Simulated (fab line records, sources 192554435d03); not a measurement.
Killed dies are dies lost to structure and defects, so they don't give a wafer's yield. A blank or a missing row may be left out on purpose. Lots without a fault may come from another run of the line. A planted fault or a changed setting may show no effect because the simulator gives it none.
Chamber matching | flow n5_finfet | N5_BEOL_M2_CO_CAP_55 on cvd_co-02: 3 sister chambers
The step material Co, precursor CCTBA/H2, target thk 2 nm, time 102.1 s. 6 wafers are shown with their chamber, then 12 later ones without.

WAFERS WITH THEIR CHAMBER
wafer  | chamber | heater_power_w (W)
L091.1 | 1       | 226
L091.2 | 0       | 217
L091.3 | 2       | 246
L091.4 | 1       | 224
L091.5 | 2       | 246
L091.6 | 0       | 211

WAFERS WITHOUT THEIR CHAMBER
wafer  | heater_power_w (W)
L096.1 | 213
L096.2 | 230
L096.3 | 235
L096.4 | 227
L096.5 | 205
L096.6 | 240
L094.1 | 239
L094.5 | 241
L094.6 | 219
L097.2 | 236
L097.4 | 208
L097.6 | 233

WHICH CHAMBER EACH WENT THROUGH
wafer  | from the rows above     | in truth
L096.1 | 0                       | 0
L096.2 | 1                       | 1
L096.3 | can't be placed: 1 or 2 | 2
L096.4 | 1                       | 1
L096.5 | 0                       | 0
L096.6 | 2                       | 2
L094.1 | 2                       | 2
L094.5 | 2                       | 2
L094.6 | can't be placed: 0 or 1 | 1
L097.2 | can't be placed: 2 or 1 | 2
L097.4 | 0                       | 0
L097.6 | can't be placed: 1 or 2 | 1
Placed correctly: 8 of 12. Can't be placed from these rows: 4 (the true chamber is among the candidates in 4). Placed wrongly: 0.
How it was worked out, from the rows above alone: a wafer's distance from a chamber is the root of the sum, over the readings, of the square of ((its reading less the chamber's mean) divided by the reading's scatter). The wafer belongs to the nearest chamber; if the next one is less than 2 further off, it can't be placed. A chamber's mean is the mean of its shown wafers. The scatter: the root of (the sum of the squares of (reading less its chamber's mean) over the shown wafers, divided by (wafers less chambers)).
